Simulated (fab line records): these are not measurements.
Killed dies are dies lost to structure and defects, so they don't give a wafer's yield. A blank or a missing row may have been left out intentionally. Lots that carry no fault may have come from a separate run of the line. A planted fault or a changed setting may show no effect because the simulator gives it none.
Comparing a struck lot with a sound one :: flow n5_finfet :: 16 out of 1938 route steps
Sound: these wafers, L463.1, L463.3, L463.5. Struck: wafer L478.5. (L478.1, L478.2 of the same lot were not struck and are left out.) The cause comes at the end.
Each step with rows lists, per side, the tool, then ch with its chambers, then its first start. Under that, the readings that differ: sound wafers :: struck wafers :: difference of the means :: sigmas: that difference in standard deviations of wafers without a fault.
alike: a reading whose means differ by less than 2 such deviations, as well as words and numbers matching on both sides. not compared: withheld readings; readings where some wafer has no value; bounds like >300 that might hide an equal value; numbers whose values overlap and for which the record gives no deviation.
The two part at a step that has a row with sigmas, a row that says differs or no value, or rows on one side only. Numbers that don't overlap but have no deviation are shown without sigmas and don't part them. Lack of a reading on every wafer of one side parts them only where that side has two or more wafers.

first, 8 steps without rows for these wafers: N5_SD_EPI_P_COAT_34 (time 60 s, resist thk 350 nm); N5_SD_EPI_P_COAT_35 (time 60 s, resist thk 35 nm); N5_SD_EPI_P_COAT_03 (resist thk 150 nm); N5_SD_EPI_P_EBR_05; N5_SD_EPI_P_SOFTBAKE_04 (time 60 s); N5_SD_EPI_P_EXPOSE_06 (exposes mask SD P BLK, target cd 240 nm); N5_SD_EPI_P_PEB_07 (peb time 60 s); N5_SD_EPI_P_DEVELOP_08 (develop time 30 s).
N5_SD_EPI_P_CD_MEAS_09: target cd 240 nm.
  sound on cd_sem-02 ch 0, day 4 13:34; struck on cd_sem-02 ch 0, day 8 08:14
reading: cd_nm (nm)
sound: 238.8 238.1 238.6
struck: 240.0
difference: +1.5
sigmas: +2
N5_SD_EPI_P_OVL_MEAS_10:
  sound on overlay-02 ch 0, day 4 13:36; struck on overlay-01 ch 0, day 8 08:16
  alike: SD_P_BLK_OVL
N5_SD_EPI_P_INSPECT_11: inspects for defects (macro).
  sound: defect_inspect-02 at day 4 13:37; struck: defect_inspect-02 at day 8 08:17
  alike: raw_defect_count
N5_SD_EPI_P_DESCUM_14: chemistry O2, time 7.9 s.
  sound on rie_diel-05 ch 0,1,2, day 4 13:39; struck on rie_diel-05 ch 3, day 8 08:37
reading: rf_vpp_V (V)
sound: 243.4 244.6 243.8
struck: 241.6
difference: -2.3
sigmas: -2

reading: throttle_valve_pct (%)
sound: 20.27 20.26 20.19
struck: 20.70
difference: +0.46
sigmas: +2
  alike: drypump_motor_current_A, oes_product_au, showerhead_plenum_p_Torr
  not compared: rf_hours_counter_h
N5_SD_EPI_P_ETCH_36: etches SiARC in CF4, target depth 45.5 nm, time 75.8 s.
  sound on rie_diel-05 ch 0,1,2, day 4 13:41; struck on rie_diel-05 ch 3, day 8 08:39
reading: etch_rf_on_time_s (s)
sound: 75.9 75.6 74.8
struck: 108.9
difference: +33.5
sigmas: +26

reading: oes_product_au (a.u.)
sound: 0.76 0.66 0.73
struck: 0.52
difference: -0.20
sigmas: -3

reading: rf_vpp_V (V)
sound: 184.7 184.5 184.8
struck: 182.0
difference: -2.7
sigmas: -3

reading: throttle_valve_pct (%)
sound: 15.50 15.48 15.27
struck: 15.89
difference: +0.47
sigmas: +2
  alike: drypump_motor_current_A, showerhead_plenum_p_Torr
  not compared: rf_hours_counter_h
N5_SD_EPI_P_ETCH_37: etches SOC in N2/H2, overetch 108 nm, time 486 s.
  sound on rie_diel-05 ch 0,1,2, day 4 13:44; struck on rie_diel-05 ch 3, day 8 08:42
reading: rf_vpp_V (V)
sound: 242.0 244.1 241.8
struck: 238.9
difference: -3.7
sigmas: -4

reading: showerhead_plenum_p_Torr (Torr)
sound: 2.61 2.65 2.59
struck: 2.49
difference: -0.13
sigmas: -2
  alike: drypump_motor_current_A, oes_product_au, throttle_valve_pct
  not compared: rf_hours_counter_h
-- the record jumps here: 5 days lie between the struck wafers' starts before and after (it left off in module SD_EPI_P and takes up again in module BEOL_M4, whose first step shown is number 1111 of the route) --
N5_BEOL_M4_RC_MEAS_101:
  sound on prober-02 ch 0, day 9 10:13; struck on prober-01 ch 0, day 13 01:11
  alike: DIBL_N, DIBL_P, IOFF_N, IOFF_P, ION_N, ION_P, SS_N, SS_P, VT_N, VT_P
-- the record jumps here: 4 days lie between the struck wafers' starts before and after (it left off in module BEOL_M4 and takes up again in module PASSIVATION, whose first step shown is number 1936 of the route) --
N5_PASSIVATION_PROBE_49:
  sound: prober-01 at day 13 20:43; struck: prober-02 at day 17 08:10
reading: killed_at_other
sound: 0 2 1
struck: 8
difference: +7
sigmas: +3
  alike: defect_limited_yield, killed_at_M0_to_M3, killed_at_M4_up, killed_at_contacts, killed_at_front_end, killed_dies, killed_open, killed_short, sort_bin_5_function, sort_bin_6_memory, sort_n_pass, sort_yield_pct

WHERE THEY PART
First at N5_SD_EPI_P_CD_MEAS_09; last, within this record, at N5_PASSIVATION_PROBE_49.

WHY: what had been put in by the simulator
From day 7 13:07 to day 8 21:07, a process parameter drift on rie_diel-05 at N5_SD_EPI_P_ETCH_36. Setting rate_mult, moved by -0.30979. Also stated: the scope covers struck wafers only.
